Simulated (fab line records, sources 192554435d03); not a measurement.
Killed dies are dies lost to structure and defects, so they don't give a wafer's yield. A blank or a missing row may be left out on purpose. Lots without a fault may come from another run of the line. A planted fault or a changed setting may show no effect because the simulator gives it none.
Which tool did it? | flow n5_finfet | 10 lots, 30 wafers sampled, at 2 steps of a route of 1938

WHAT THE GAUGES READ, wafer by wafer
N5_MIM_TOP_LITHO_OVL_MEAS_11.
lot  | measured     | on         | MIM_TOP_OVL (nm)
L315 | day 13 00:06 | overlay-02 | 11 9 9
L314 | day 13 06:57 | overlay-02 | 6 -6 -1
L317 | day 13 17:47 | overlay-02 | 10 3 6
L319 | day 13 18:53 | overlay-02 | -3 1 -8
L318 | day 13 23:58 | overlay-01 | -5 -7 -5
L320 | day 14 06:08 | overlay-02 | -7 4 -10
L325 | day 15 19:45 | overlay-01 | -10 2 -1
L332 | day 16 15:52 | overlay-01 | 0 -2 -3
L331 | day 16 23:05 | overlay-02 | 5 16 6
L337 | day 18 18:22 | overlay-01 | 7 5 5

WHICH TOOL RAN EACH LOT (tool, then ch and the chambers of the sampled wafers, then the start)
lot  | N5_BEOL_M8_TRENCH_ETCH_37
L315 | rie_diel-01 ch 0,1, day 10 13:14
L314 | rie_diel-03 ch 1,2, day 10 14:45
L317 | rie_diel-03 ch 0,1, day 11 06:18
L319 | rie_diel-06 ch 0,1,2, day 11 10:19
L318 | rie_diel-03 ch 1,2,3, day 11 10:36
L320 | rie_diel-06 ch 0,2,3, day 11 13:52
L325 | rie_diel-03 ch 0,1,2, day 13 09:23
L332 | rie_diel-06 ch 1,2,3, day 14 12:51
L331 | rie_diel-01 ch 0,1,3, day 14 15:44
L337 | rie_diel-03 ch 1,2,3, day 16 10:58
- N5_BEOL_M8_TRENCH_ETCH_37: etches SiCOH lowk in C4F6/O2, target depth 93.478 nm, time 31.2 s.

THE ANSWER, worked out from the rows above alone
Rule: what is usual is taken from the lots themselves. Put in order of their means at a reading, lots are off if they are a third of the lots or fewer, leave a main group of 4 or more, and stand apart from it by a gap of 3 or more times the standard deviation of the main group's means; of several such gaps the widest counts. A main group whose means are all the same, to the digits that the tables above print for the reading, isn't used. A lot without any number at a reading at which 4 lots or more have one is off too. The other lots that the step has rows for count as sound.
No lot is off at any reading shown: from this, nothing can be told.

WHAT THE SIMULATOR HAD PUT IN
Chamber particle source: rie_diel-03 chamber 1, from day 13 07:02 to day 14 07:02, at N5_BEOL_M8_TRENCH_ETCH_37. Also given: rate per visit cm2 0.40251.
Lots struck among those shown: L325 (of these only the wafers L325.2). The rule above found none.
